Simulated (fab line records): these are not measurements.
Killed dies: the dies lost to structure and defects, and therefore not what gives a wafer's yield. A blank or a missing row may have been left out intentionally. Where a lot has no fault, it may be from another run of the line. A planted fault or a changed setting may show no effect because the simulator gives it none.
Struck lot and sound lot, side by side    flow n5 finfet    15 steps out of a route of 1938
Sound: the wafers L806.3, L806.5, L806.6. Struck: wafer L826.4; the same lot's L826.6 was not struck, so it is left out; see the end for the cause.
At each step with rows: each side's tool, then ch and its chambers, then its first start. Under that, the readings that differ: sound wafers    struck wafers    difference of the means    sigmas: that difference in standard deviations of wafers without a fault.
alike: a reading whose means differ by less than 2 such deviations, as well as words and numbers matching on both sides. not compared: withheld readings; readings where some wafer has no value; bounds like >300 that might hide an equal value; numbers whose values overlap and for which the record gives no deviation.
The two part at a step that has a row with sigmas, a row that says differs or no value, or rows on one side only. Numbers that don't overlap but have no deviation are shown without sigmas and don't part them. A reading that every wafer of one side lacks parts them only if that side has two wafers or more.

first, 5 steps without rows for these wafers: N5_BEOL_M10_EBR_24; N5_BEOL_M10_SOFTBAKE_23 (time 60 s); N5_BEOL_M10_EXPOSE_25 (exposes mask V9); N5_BEOL_M10_PEB_26 (peb time 60 s); N5_BEOL_M10_DEVELOP_27 (develop time 30 s).
N5_BEOL_M10_CD_MEAS_28: the cd target is 70 nm.
  sound on cd sem-02 ch 0, day 10 00:38; struck on cd sem-02 ch 0, day 15 06:25
  alike: cd nm
N5_BEOL_M10_OVL_MEAS_29:
  sound on overlay-02 ch 0, day 10 00:40; struck on overlay-02 ch 0, day 15 06:27
  alike: V9_OVL
N5_BEOL_M10_INSPECT_30: inspects for defects (brightfield).
  sound on defect inspect-02, day 10 00:42; struck on defect inspect-01, day 15 06:28
  alike: raw defect count
N5_BEOL_M10_DESCUM_33: chemistry O2, time 7.9 s.
  sound on rie diel-02 ch 0,2,3, day 10 00:52; struck on rie diel-02 ch 1, day 15 06:30
reading                sound           struck  difference  sigmas
oes product au (a.u.)  0.87 0.87 0.95  0.73    -0.17       -2
  alike: drypump motor current A, rf fwd power W, rf vpp V, showerhead plenum p Torr, throttle valve pct
  not compared: rf hours counter h
N5_BEOL_M10_ETCH_65: etches SiARC in CF4, target depth 39 nm, time 65 s.
  sound on rie diel-02 ch 0,2,3, day 10 00:54; struck on rie diel-02 ch 1, day 15 06:32
reading                sound           struck  difference  sigmas
oes product au (a.u.)  0.75 0.75 0.81  0.62    -0.15       -2
  alike: drypump motor current A, etch rf on time s, rf fwd power W, rf vpp V, showerhead plenum p Torr, throttle valve pct
  not compared: rf hours counter h
N5_BEOL_M10_ETCH_66: etches SOC in N2/H2, target depth 120 nm, overetch 24 nm, time 180 s.
  sound on rie diel-02 ch 0,2,3, day 10 00:57; struck on rie diel-02 ch 1, day 15 06:35
reading                sound              struck  difference  sigmas
oes product au (a.u.)  0.70 0.70 0.75     0.59    -0.13       -2
rf vpp V (V)           523.9 529.6 522.7  519.7   -5.7        -2
  alike: drypump motor current A, n2 flow sccm, rf fwd power W, run length s, showerhead plenum p Torr, throttle valve pct
  not compared: rf hours counter h
then, 1 step without rows for these wafers: N5_BEOL_M10_STRIP_69 (strips in N2/H2).
N5_BEOL_M10_VIA_ETCH_34: etches SiCOH lowk in C4F6/O2, target depth 184.5 nm, time 69.2 s.
  sound on rie diel-02 ch 0,2,3, day 10 01:05; struck on rie diel-02 ch 1, day 15 06:43
reading                   sound            struck  difference  sigmas
oes product au (a.u.)     0.87 0.87 0.93   0.73    -0.16       -2
run length s (s)          92.7 92.8 92.3   99.7    +7.1        +22
model.etch.depth nm (nm)  185.4 187.8 189  201.9   +14.5       
  alike: drypump motor current A, rf fwd power W, rf vpp V, showerhead plenum p Torr, throttle valve pct
  not compared: rf hours counter h, model.SOC_of_BEOL_M10_COAT_63.thk nm
then, 1 step without rows for these wafers: N5_BEOL_M10_STRIP_73 (strips in C4F6/O2).
-- the record jumps here: 2 days lie between the struck wafers' starts before and after (it left off in module BEOL_M10 and takes up again in module PASSIVATION, whose first step shown is number 1936 of the route) --
N5_PASSIVATION_PROBE_49:
  sound on prober-02, day 12 03:14; struck on prober-01, day 17 09:28
reading              sound     struck  difference  sigmas
killed at front end  27 25 28  59      +32         +2
  alike: defect limited yield, killed_at_M0_to_M3, killed_at_M4_up, killed at contacts, killed at other, killed dies, killed open, killed short, sort_bin_4_leakage, sort_bin_5_function, sort_bin_6_memory, sort_bin_8_speed, sort n pass, sort yield pct

== WHERE THEY PART ==
Earliest at N5_BEOL_M10_DESCUM_33; latest, in this record, at N5_PASSIVATION_PROBE_49.

WHY: what had been put in by the simulator
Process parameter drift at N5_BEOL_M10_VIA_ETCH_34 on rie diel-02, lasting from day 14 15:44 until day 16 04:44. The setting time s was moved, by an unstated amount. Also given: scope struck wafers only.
